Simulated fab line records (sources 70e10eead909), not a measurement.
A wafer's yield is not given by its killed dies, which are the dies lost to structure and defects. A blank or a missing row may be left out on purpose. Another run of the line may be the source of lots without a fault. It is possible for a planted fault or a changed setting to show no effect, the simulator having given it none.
Which tool was responsible? :: flow nand harc :: 11 lots, 33 wafers sampled, at 5 steps of a route of 1159

== WHAT EACH GAUGE READ, for each wafer ==
NHARC_END_SORT_01. Usual: defect limited yield 95.6 %, standard deviation 1.4; killed at array 26, standard deviation 9; killed at other 0.8, standard deviation 1.2; killed at periphery 3.2, standard deviation 2.3; killed dies 30, standard deviation 9.1; killed open 3.5, standard deviation 2; killed short 1.8, standard deviation 1.4; sort_bin_2_pct 1.4 %, standard deviation 0.59; sort_bin_3_pct 0.25 %, standard deviation 0.22; sort_bin_4_pct 2.8 %, standard deviation 0.91; sort n pass 647, standard deviation 9.1; sort rim yield pct 95.4 %, standard deviation 3; sort yield pct 95.6 %, standard deviation 1.4.
lot: L984
measured: day 19 23:25
on: prober-01
defect limited yield (%): 95.7 96.6 97.2
killed at array: 25 20 17
killed at other: 1 0 0
killed at periphery: 3 3 2
killed dies: 29 23 19
killed open: 3 6 1
killed short: 2 3 1
sort_bin_2_pct (%): 1.2 1.2 0.4
sort_bin_3_pct (%): 0.15 0.15 0
sort_bin_4_pct (%): 3.0 2.1 2.4
sort n pass: 648 654 658
sort rim yield pct (%): 97.2 98.1 100.0
sort yield pct (%): 95.7 96.6 97.2
flag: 

lot: L983
measured: day 19 23:23
on: prober-02
defect limited yield (%): 95.9 95.4 96.2
killed at array: 25 27 23
killed at other: 2 2 0
killed at periphery: 1 2 3
killed dies: 28 31 26
killed open: 2 3 6
killed short: 0 0 2
sort_bin_2_pct (%): 1.2 1.6 1.3
sort_bin_3_pct (%): 0.30 0.15 0.30
sort_bin_4_pct (%): 2.7 2.8 2.2
sort n pass: 649 646 651
sort rim yield pct (%): 98.1 97.2 98.1
sort yield pct (%): 95.9 95.4 96.2
flag: 

lot: L985
measured: day 20 06:20
on: prober-02
defect limited yield (%): 95.6 97.2 96.3
killed at array: 27 19 20
killed at other: 1 0 0
killed at periphery: 2 0 5
killed dies: 30 19 25
killed open: 7 5 11
killed short: 1 4 2
sort_bin_2_pct (%): 1.0 0.9 1.3
sort_bin_3_pct (%): 0 0.30 0.30
sort_bin_4_pct (%): 3.4 1.6 2.1
sort n pass: 647 658 652
sort rim yield pct (%): 97.2 96.2 97.2
sort yield pct (%): 95.6 97.2 96.3
flag: 

lot: L986
measured: day 20 15:22
on: prober-01
defect limited yield (%): 96.8 96.2 96.6
killed at array: 18 18 17
killed at other: 3 4 5
killed at periphery: 1 4 1
killed dies: 22 26 23
killed open: 1 4 2
killed short: 1 3 1
sort_bin_2_pct (%): 0.6 1.2 0.9
sort_bin_3_pct (%): 0.44 0.30 0.44
sort_bin_4_pct (%): 2.2 2.4 2.1
sort n pass: 655 651 654
sort rim yield pct (%): 97.2 94.3 98.1
sort yield pct (%): 96.8 96.2 96.6
flag: 

lot: L988
measured: day 21 01:21
on: prober-01
defect limited yield (%): 94.7 93.5 96.5
killed at array: 27 34 19
killed at other: 2 5 2
killed at periphery: 7 5 3
killed dies: 36 44 24
killed open: 5 2 3
killed short: 4 3 0
sort_bin_2_pct (%): 2.1 2.8 1.2
sort_bin_3_pct (%): 0.30 0.15 0.30
sort_bin_4_pct (%): 3.0 3.5 2.1
sort n pass: 641 633 653
sort rim yield pct (%): 98.1 97.2 99.1
sort yield pct (%): 94.7 93.5 96.5
flag: 

lot: L989
measured: day 21 02:12
on: prober-02
defect limited yield (%): 95.9 96.3 95.6
killed at array: 23 23 25
killed at other: 0 0 0
killed at periphery: 5 2 5
killed dies: 28 25 30
killed open: 4 3 3
killed short: 0 2 2
sort_bin_2_pct (%): 1.0 1.8 1.3
sort_bin_3_pct (%): 0 0.44 0.30
sort_bin_4_pct (%): 3.1 1.5 2.8
sort n pass: 649 652 647
sort rim yield pct (%): 94.3 93.4 93.4
sort yield pct (%): 95.9 96.3 95.6
flag: 

lot: L997
measured: day 23 02:52
on: prober-01
defect limited yield (%): 95.9 95.7 96.2
killed at array: 26 23 21
killed at other: 0 3 2
killed at periphery: 2 3 3
killed dies: 28 29 26
killed open: 3 2 3
killed short: 1 4 2
sort_bin_2_pct (%): 1.2 1.8 1.0
sort_bin_3_pct (%): 0.15 0.44 0.15
sort_bin_4_pct (%): 2.8 2.1 2.7
sort n pass: 649 648 651
sort rim yield pct (%): 94.3 96.2 93.4
sort yield pct (%): 95.9 95.7 96.2
flag: 

lot: L998
measured: day 23 14:46
on: prober-01
defect limited yield (%): 95.4 94.7 93.9
killed at array: 28 35 35
killed at other: 0 0 1
killed at periphery: 3 1 5
killed dies: 31 36 41
killed open: 4 2 5
killed short: 1 1 0
sort_bin_2_pct (%): 1.9 1.2 2.1
sort_bin_3_pct (%): 0 0.15 0.44
sort_bin_4_pct (%): 2.7 4.0 3.5
sort n pass: 646 641 636
sort rim yield pct (%): 96.2 98.1 99.1
sort yield pct (%): 95.4 94.7 93.9
flag: 

lot: L999
measured: day 23 22:32
on: prober-02
defect limited yield (%): 93.1 94.8 95.1
killed at array: 31 29 28
killed at other: 0 0 0
killed at periphery: 16 6 5
killed dies: 47 35 33
killed open: 5 4 6
killed short: 1 2 0
sort_bin_2_pct (%): 1.9 1.8 1.5
sort_bin_3_pct (%): 0 0 0.30
sort_bin_4_pct (%): 5.0 3.4 3.1
sort n pass: 630 642 644
sort rim yield pct (%): 94.3 98.1 93.4
sort yield pct (%): 93.1 94.8 95.1
flag: 

lot: L101
measured: day 24 12:14
on: prober-01
defect limited yield (%): 97.0 97.0 96.8
killed at array: 17 18 18
killed at other: 0 0 0
killed at periphery: 3 2 4
killed dies: 20 20 22
killed open: 1 2 4
killed short: 0 2 4
sort_bin_2_pct (%): 1.0 1.2 0.9
sort_bin_3_pct (%): 0.15 0 0
sort_bin_4_pct (%): 1.8 1.8 2.4
sort n pass: 657 657 655
sort rim yield pct (%): 95.3 97.2 95.3
sort yield pct (%): 97.0 97.0 96.8
flag: 

lot: L103
measured: day 24 12:17
on: prober-02
defect limited yield (%): 96.2 96.0 95.6
killed at array: 21 22 25
killed at other: 0 0 0
killed at periphery: 5 5 5
killed dies: 26 27 30
killed open: 3 2 7
killed short: 1 6 3
sort_bin_2_pct (%): 1.2 1.6 1.3
sort_bin_3_pct (%): 0.44 0 0.15
sort_bin_4_pct (%): 2.2 2.4 3.0
sort n pass: 651 650 647
sort rim yield pct (%): 95.3 94.3 93.4
sort yield pct (%): 96.2 96.0 95.6
flag: 

== TOOL THAT RAN EACH LOT (tool first, then ch and the chambers of the sampled wafers, then the start) ==
lot: L984
NHARC_P_M2_CMP_23: cmp-04 ch 1,2,3, day 6 22:13
NHARC_P_M2_PRE_CLEAN_32: pecvd-02 ch 0,1,2, day 6 22:46
NHARC_P_BONDPAD_DESCUM_11: rie diel-08 ch 1,3, day 7 00:34
NHARC_P_BONDPAD_ETCH_37: rie diel-08 ch 1,2,3, day 7 00:40

lot: L983
NHARC_P_M2_CMP_23: cmp-01 ch 0,1,3, day 6 22:54
NHARC_P_M2_PRE_CLEAN_32: pecvd-03 ch 0,1,2, day 6 23:28
NHARC_P_BONDPAD_DESCUM_11: rie diel-08 ch 0,2, day 7 01:24
NHARC_P_BONDPAD_ETCH_37: rie diel-08 ch 1,2,3, day 7 01:29

lot: L985
NHARC_P_M2_CMP_23: cmp-04 ch 0,1,2, day 7 00:16
NHARC_P_M2_PRE_CLEAN_32: pecvd-02 ch 0,1,2, day 7 00:49
NHARC_P_BONDPAD_DESCUM_11: rie diel-08 ch 0,1,2, day 7 02:46
NHARC_P_BONDPAD_ETCH_37: rie diel-08 ch 0,2,3, day 7 02:50

lot: L986
NHARC_P_M2_CMP_23: cmp-02 ch 1,3, day 7 11:46
NHARC_P_M2_PRE_CLEAN_32: pecvd-03 ch 0,2, day 7 12:20
NHARC_P_BONDPAD_DESCUM_11: rie diel-08 ch 0,1,2, day 7 14:27
NHARC_P_BONDPAD_ETCH_37: rie diel-08 ch 0,1, day 7 14:31

lot: L988
NHARC_P_M2_CMP_23: cmp-01 ch 0,2,3, day 8 01:53
NHARC_P_M2_PRE_CLEAN_32: pecvd-03 ch 1,2, day 8 02:27
NHARC_P_BONDPAD_DESCUM_11: rie diel-08 ch 1,3, day 8 04:22
NHARC_P_BONDPAD_ETCH_37: rie diel-08 ch 1,3, day 8 04:27

lot: L989
NHARC_P_M2_CMP_23: cmp-01 ch 0,1, day 8 11:04
NHARC_P_M2_PRE_CLEAN_32: pecvd-04 ch 0,1,2, day 8 11:35
NHARC_P_BONDPAD_DESCUM_11: rie diel-08 ch 1,2, day 8 13:31
NHARC_P_BONDPAD_ETCH_37: rie diel-08 ch 0,1,2, day 8 13:37

lot: L997
NHARC_P_M2_CMP_23: cmp-04 ch 0,1, day 10 11:00
NHARC_P_M2_PRE_CLEAN_32: pecvd-04 ch 1,2, day 10 11:31
NHARC_P_BONDPAD_DESCUM_11: rie diel-08 ch 0,3, day 10 13:19
NHARC_P_BONDPAD_ETCH_37: rie diel-08 ch 0,1,2, day 10 13:23

lot: L998
NHARC_P_M2_CMP_23: cmp-01 ch 0,1,3, day 10 12:01
NHARC_P_M2_PRE_CLEAN_32: pecvd-02 ch 0,2, day 10 12:34
NHARC_P_BONDPAD_DESCUM_11: rie diel-08 ch 0,2,3, day 10 14:30
NHARC_P_BONDPAD_ETCH_37: rie diel-08 ch 0,1,2, day 10 14:35

lot: L999
NHARC_P_M2_CMP_23: cmp-02 ch 1,2, day 10 22:53
NHARC_P_M2_PRE_CLEAN_32: pecvd-02 ch 1,2, day 10 23:25
NHARC_P_BONDPAD_DESCUM_11: rie diel-08 ch 0,2,3, day 11 01:13
NHARC_P_BONDPAD_ETCH_37: rie diel-08 ch 2,3, day 11 01:18

lot: L101
NHARC_P_M2_CMP_23: cmp-04 ch 0,1,2, day 11 08:41
NHARC_P_M2_PRE_CLEAN_32: pecvd-03 ch 0,1, day 11 09:15
NHARC_P_BONDPAD_DESCUM_11: rie diel-07 ch 1,2,3, day 11 11:11
NHARC_P_BONDPAD_ETCH_37: rie diel-07 ch 1,2,3, day 11 11:16

lot: L103
NHARC_P_M2_CMP_23: cmp-02 ch 1,2,3, day 11 14:58
NHARC_P_M2_PRE_CLEAN_32: pecvd-02 ch 0,2, day 11 15:26
NHARC_P_BONDPAD_DESCUM_11: rie diel-07 ch 0,1,3, day 11 17:23
NHARC_P_BONDPAD_ETCH_37: rie diel-07 ch 1,2, day 11 17:41
- NHARC_P_M2_CMP_23: polishes, t overpolish 20 s, target thk 144.3 nm.
- NHARC_P_M2_PRE_CLEAN_32: time 12 s.
- NHARC_P_BONDPAD_DESCUM_11: chemistry O2, time 3 s.
- NHARC_P_BONDPAD_ETCH_37: etches the open film in N2/H2, target depth 60 nm, overetch 18 nm, time 65.91 s.

== WHAT THE TOOLS THEMSELVES READ (means of the sampled wafers that have a number; where no wafer has one, the mark that the record gives instead) ==
NHARC_P_M2_CMP_23. Usual: motor current A 11.9 A, standard deviation 1.1; time to endpoint s 29.7 s, standard deviation 2.9.
lot: L984
tool: cmp-04
motor current A (A): 12.5
time to endpoint s (s): 29.9
flag: 

lot: L983
tool: cmp-01
motor current A (A): 11.2
time to endpoint s (s): 29.0
flag: 

lot: L985
tool: cmp-04
motor current A (A): 11.6
time to endpoint s (s): 27.9
flag: 

lot: L986
tool: cmp-02
motor current A (A): 12.1
time to endpoint s (s): 30.2
flag: 

lot: L988
tool: cmp-01
motor current A (A): 12.1
time to endpoint s (s): 29.7
flag: 

lot: L989
tool: cmp-01
motor current A (A): 12.0
time to endpoint s (s): 33.8
flag: 

lot: L997
tool: cmp-04
motor current A (A): 11.0
time to endpoint s (s): 26.5
flag: 

lot: L998
tool: cmp-01
motor current A (A): 11.3
time to endpoint s (s): 35.3
flag: 

lot: L999
tool: cmp-02
motor current A (A): 12.8
time to endpoint s (s): 26.8
flag: 

lot: L101
tool: cmp-04
motor current A (A): 11.7
time to endpoint s (s): 24.9
flag: 

lot: L103
tool: cmp-02
motor current A (A): 12.1
time to endpoint s (s): 30.3
flag: 

NHARC_P_M2_PRE_CLEAN_32. Usual: heater power w 647 W, standard deviation 47; susceptor temp C 369.98 C, standard deviation 0.21.
lot: L984
tool: pecvd-02
heater power w (W): 676
susceptor temp C (C): 370.03
flag: 

lot: L983
tool: pecvd-03
heater power w (W): 645
susceptor temp C (C): 370.11
flag: 

lot: L985
tool: pecvd-02
heater power w (W): 652
susceptor temp C (C): 369.87
flag: 

lot: L986
tool: pecvd-03
heater power w (W): 644
susceptor temp C (C): 370.00
flag: 

lot: L988
tool: pecvd-03
heater power w (W): 581
susceptor temp C (C): 369.85
flag: 

lot: L989
tool: pecvd-04
heater power w (W): 612
susceptor temp C (C): 369.75
flag: 

lot: L997
tool: pecvd-04
heater power w (W): 595
susceptor temp C (C): 370.05
flag: 

lot: L998
tool: pecvd-02
heater power w (W): 693
susceptor temp C (C): 370.05
flag: 

lot: L999
tool: pecvd-02
heater power w (W): 671
susceptor temp C (C): 369.93
flag: 

lot: L101
tool: pecvd-03
heater power w (W): 649
susceptor temp C (C): 370.00
flag: 

lot: L103
tool: pecvd-02
heater power w (W): 639
susceptor temp C (C): 370.09
flag: 

NHARC_P_BONDPAD_DESCUM_11. Usual: drypump motor current A 5.96 A, standard deviation 0.29; oes product au 1.005 a.u., standard deviation 0.01; rf vpp V 57.8 V, standard deviation 0.85; showerhead plenum p Torr 1.95 Torr, standard deviation 0.072; throttle valve pct 11.311 %, standard deviation 0.01.
lot: L984
tool: rie diel-08
drypump motor current A (A): 5.86
oes product au (a.u.): 1.001
rf vpp V (V): 58.7
showerhead plenum p Torr (Torr): 1.89
throttle valve pct (%): 11.308
flag: 

lot: L983
tool: rie diel-08
drypump motor current A (A): 5.93
oes product au (a.u.): 1.007
rf vpp V (V): 57.7
showerhead plenum p Torr (Torr): 1.99
throttle valve pct (%): 11.312
flag: 

lot: L985
tool: rie diel-08
drypump motor current A (A): 6.07
oes product au (a.u.): 1.008
rf vpp V (V): 58.2
showerhead plenum p Torr (Torr): 1.97
throttle valve pct (%): 11.305
flag: 

lot: L986
tool: rie diel-08
drypump motor current A (A): 6.04
oes product au (a.u.): 1.004
rf vpp V (V): 58.2
showerhead plenum p Torr (Torr): 1.97
throttle valve pct (%): 11.317
flag: 

lot: L988
tool: rie diel-08
drypump motor current A (A): 6.11
oes product au (a.u.): 1.003
rf vpp V (V): 57.5
showerhead plenum p Torr (Torr): 1.94
throttle valve pct (%): 11.310
flag: 

lot: L989
tool: rie diel-08
drypump motor current A (A): 6.07
oes product au (a.u.): 1.007
rf vpp V (V): 58.5
showerhead plenum p Torr (Torr): 2.01
throttle valve pct (%): 11.314
flag: 

lot: L997
tool: rie diel-08
drypump motor current A (A): 5.81
oes product au (a.u.): 1.000
rf vpp V (V): 58.1
showerhead plenum p Torr (Torr): 1.88
throttle valve pct (%): 11.307
flag: 

lot: L998
tool: rie diel-08
drypump motor current A (A): 5.85
oes product au (a.u.): 1.010
rf vpp V (V): 57.6
showerhead plenum p Torr (Torr): 1.92
throttle valve pct (%): 11.313
flag: 

lot: L999
tool: rie diel-08
drypump motor current A (A): 5.84
oes product au (a.u.): 1.003
rf vpp V (V): 58.4
showerhead plenum p Torr (Torr): 1.92
throttle valve pct (%): 11.310
flag: 

lot: L101
tool: rie diel-07
drypump motor current A (A): 5.62
oes product au (a.u.): 1.004
rf vpp V (V): 57.6
showerhead plenum p Torr (Torr): 1.99
throttle valve pct (%): 11.310
flag: 

lot: L103
tool: rie diel-07
drypump motor current A (A): 5.75
oes product au (a.u.): 1.008
rf vpp V (V): 57.4
showerhead plenum p Torr (Torr): 1.97
throttle valve pct (%): 11.308
flag: 

NHARC_P_BONDPAD_ETCH_37. Usual: drypump motor current A 5.98 A, standard deviation 0.28; h2 flow sccm 150.0 sccm, standard deviation 0.43; n2 flow sccm 150.0 sccm, standard deviation 0.48; oes product au 1.005 a.u., standard deviation 0.0094; rf vpp V 431.6 V, standard deviation 2.2; showerhead plenum p Torr 2.08 Torr, standard deviation 0.078; throttle valve pct 14.172 %, standard deviation 0.0095.
lot: L984
tool: rie diel-08
drypump motor current A (A): 5.98
h2 flow sccm (sccm): 150.3
n2 flow sccm (sccm): 149.9
oes product au (a.u.): 1.004
rf vpp V (V): 431.9
showerhead plenum p Torr (Torr): 2.08
throttle valve pct (%): 14.169
flag: 

lot: L983
tool: rie diel-08
drypump motor current A (A): 6.01
h2 flow sccm (sccm): 150.2
n2 flow sccm (sccm): 150.0
oes product au (a.u.): 1.001
rf vpp V (V): 432.0
showerhead plenum p Torr (Torr): 2.08
throttle valve pct (%): 14.170
flag: 

lot: L985
tool: rie diel-08
drypump motor current A (A): 5.85
h2 flow sccm (sccm): 149.6
n2 flow sccm (sccm): 149.9
oes product au (a.u.): 1.017
rf vpp V (V): 430.5
showerhead plenum p Torr (Torr): 2.05
throttle valve pct (%): 14.164
flag: 

lot: L986
tool: rie diel-08
drypump motor current A (A): 6.19
h2 flow sccm (sccm): 150.5
n2 flow sccm (sccm): 149.7
oes product au (a.u.): 1.000
rf vpp V (V): 431.9
showerhead plenum p Torr (Torr): 2.09
throttle valve pct (%): 14.170
flag: 

lot: L988
tool: rie diel-08
drypump motor current A (A): 6.12
h2 flow sccm (sccm): 149.9
n2 flow sccm (sccm): 150.3
oes product au (a.u.): 1.001
rf vpp V (V): 430.7
showerhead plenum p Torr (Torr): 2.07
throttle valve pct (%): 14.172
flag: 

lot: L989
tool: rie diel-08
drypump motor current A (A): 6.07
h2 flow sccm (sccm): 149.6
n2 flow sccm (sccm): 150.1
oes product au (a.u.): 1.009
rf vpp V (V): 432.3
showerhead plenum p Torr (Torr): 2.10
throttle valve pct (%): 14.165
flag: 

lot: L997
tool: rie diel-08
drypump motor current A (A): 6.07
h2 flow sccm (sccm): 150.0
n2 flow sccm (sccm): 150.1
oes product au (a.u.): 0.848
rf vpp V (V): 431.3
showerhead plenum p Torr (Torr): 2.10
throttle valve pct (%): 14.170
flag: OFF

lot: L998
tool: rie diel-08
drypump motor current A (A): 6.08
h2 flow sccm (sccm): 150.2
n2 flow sccm (sccm): 150.0
oes product au (a.u.): 0.844
rf vpp V (V): 433.5
showerhead plenum p Torr (Torr): 2.10
throttle valve pct (%): 14.176
flag: OFF

lot: L999
tool: rie diel-08
drypump motor current A (A): 5.85
h2 flow sccm (sccm): 150.0
n2 flow sccm (sccm): 150.2
oes product au (a.u.): 0.843
rf vpp V (V): 431.6
showerhead plenum p Torr (Torr): 2.09
throttle valve pct (%): 14.158
flag: OFF

lot: L101
tool: rie diel-07
drypump motor current A (A): 5.64
h2 flow sccm (sccm): 149.9
n2 flow sccm (sccm): 150.0
oes product au (a.u.): 1.006
rf vpp V (V): 431.8
showerhead plenum p Torr (Torr): 2.12
throttle valve pct (%): 14.178
flag: 

lot: L103
tool: rie diel-07
drypump motor current A (A): 5.63
h2 flow sccm (sccm): 149.6
n2 flow sccm (sccm): 150.4
oes product au (a.u.): 1.013
rf vpp V (V): 431.9
showerhead plenum p Torr (Torr): 2.08
throttle valve pct (%): 14.172
flag: 

== THE ANSWER, worked out from the rows above alone ==
Rule: lot off if the mean of its wafers having a number is beyond 3 standard deviations from the usual mean. Also off: a lot with no number at a reading for which 4 or more lots have one. Where the step has rows for the other lots, those lots are counted as sound. After the gauges, taken in route order, come the tools' own readings; for these a lot's mean is taken, as printed above. The first step at which some lot is off is used, and at that step the reading that is off furthest; a lot without a number counts as furthest.
Off: L997, L998, L999, at NHARC_P_BONDPAD_ETCH_37 (oes product au).
A tool fits if, at that step or a process step before it, it ran every lot that is off, and no sound lot after the first of them. One fits: NHARC_P_BONDPAD_DESCUM_11 and NHARC_P_BONDPAD_ETCH_37 on rie diel-08. At NHARC_P_BONDPAD_DESCUM_11 its last sound lot is L989 (day 8 13:31), its first lot that is off L997 (day 10 13:19): a fault that began between those two fits.

== WHAT THE SIMULATOR HAD INSERTED ==
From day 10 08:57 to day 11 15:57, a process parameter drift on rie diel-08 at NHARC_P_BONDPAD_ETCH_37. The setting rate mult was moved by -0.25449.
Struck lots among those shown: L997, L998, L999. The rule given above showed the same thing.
